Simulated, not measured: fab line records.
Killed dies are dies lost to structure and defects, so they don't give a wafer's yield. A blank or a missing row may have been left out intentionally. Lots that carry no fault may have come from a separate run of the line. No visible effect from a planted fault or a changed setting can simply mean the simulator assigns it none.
Struck lot and sound lot, side by side -- flow n5-finfet -- 14 steps out of a route of 1938
Sound: these wafers, L460.4, L460.5, L460.6. Struck: wafer L454.6 (left out: L454.3, a lot-mate that was not struck); the cause follows at the end.
Per side, at each step with rows, come the tool, then ch with its chambers, and then its first start. Under that, the readings that differ: sound wafers -- struck wafers -- difference of the means -- sigmas: that difference in standard deviations of wafers without a fault.
alike: readings whose means differ by less than 2 such deviations, and words and numbers that are the same on both sides. not compared: withheld readings, readings that some wafer has no value for, bounds like >300 that may hide the same value, and numbers for which the record gives no deviation and whose values overlap.
A row with sigmas, a row that says differs or no value, or rows on one side alone: a step with any of these is where the two part. When numbers do not overlap yet have no deviation, they are printed without sigmas and do not part them. A reading that every wafer of one side lacks parts them only if that side has two wafers or more.

first, 5 steps without rows for these wafers: N5_BEOL_M10_EBR_24; N5_BEOL_M10_SOFTBAKE_23 (time 60 s); N5_BEOL_M10_EXPOSE_25 (exposes mask V9); N5_BEOL_M10_PEB_26 (peb time 60 s); N5_BEOL_M10_DEVELOP_27 (develop time 30 s).
N5_BEOL_M10_CD_MEAS_28: the cd target is 70 nm.
  sound on cd-sem-03 ch 0, day 15 05:01; struck on cd-sem-03 ch 0, day 14 01:01
  alike: cd-nm
N5_BEOL_M10_OVL_MEAS_29:
  sound on overlay-01 ch 0, day 15 05:02; struck on overlay-02 ch 0, day 14 01:02
  alike: V9_OVL
N5_BEOL_M10_INSPECT_30: inspects for defects (brightfield).
  sound on defect-inspect-01 at day 15 05:04; struck on defect-inspect-02 at day 14 01:04
  alike: raw-defect-count
N5_BEOL_M10_DESCUM_33: chemistry O2, time 7.9 s.
  sound on rie-diel-04 ch 0,1,2, day 15 05:05; struck on rie-diel-01 ch 0, day 14 01:05
reading,sound,struck,difference,sigmas
rf-vpp-V (V),241.9 244.9 245.9,240.9,-3.3,-2
  alike: bias-power-w, drypump-motor-current-A, o2-flow-sccm, oes-product-au, showerhead-plenum-p-Torr, throttle-valve-pct
  not compared: rf-hours-counter-h
N5_BEOL_M10_ETCH_65: etches SiARC in CF4, target depth 39 nm, time 65 s.
  sound on rie-diel-04 ch 0,1,2, day 15 05:08; struck on rie-diel-01 ch 0, day 14 01:08
  alike: drypump-motor-current-A, etch-rf-on-time-s, oes-product-au, rf-vpp-V, showerhead-plenum-p-Torr, throttle-valve-pct
  not compared: rf-hours-counter-h
N5_BEOL_M10_ETCH_66: etches SOC in N2/H2, target depth 120 nm, overetch 24 nm, time 180 s.
  sound on rie-diel-04 ch 0,1,2, day 15 05:11; struck on rie-diel-01 ch 0, day 14 01:11
  alike: drypump-motor-current-A, oes-product-au, rf-vpp-V, run-length-s, showerhead-plenum-p-Torr, throttle-valve-pct
  not compared: rf-hours-counter-h
then, 1 step without rows for these wafers: N5_BEOL_M10_STRIP_69 (strips in N2/H2).
N5_BEOL_M10_VIA_ETCH_34: etches SiCOH lowk in C4F6/O2, target depth 184.5 nm, time 69.2 s.
  sound on rie-diel-04 ch 0,1,2, day 15 05:18; struck on rie-diel-01 ch 0, day 14 01:18
reading,sound,struck,difference,sigmas
run-length-s (s),93.2 91.5 91.7,106.2,+14.1,+26
model.etch.depth-nm (nm),186.7 181.6 183.6,219.6,+35.6,
model.SOC_of_BEOL_M10_COAT_63.thk-nm (nm),91.8 92.2 92.4,90.4,-1.7,
  alike: drypump-motor-current-A, oes_o_777_au, oes-product-au, rf-vpp-V, showerhead-plenum-p-Torr, throttle-valve-pct
  not compared: rf-hours-counter-h
then, 1 step without rows for these wafers: N5_BEOL_M10_STRIP_73 (strips in C4F6/O2).

## WHERE THEY PART
At N5_BEOL_M10_DESCUM_33 first; at N5_BEOL_M10_VIA_ETCH_34 last (within this record only).

WHY: what had been put in by the simulator
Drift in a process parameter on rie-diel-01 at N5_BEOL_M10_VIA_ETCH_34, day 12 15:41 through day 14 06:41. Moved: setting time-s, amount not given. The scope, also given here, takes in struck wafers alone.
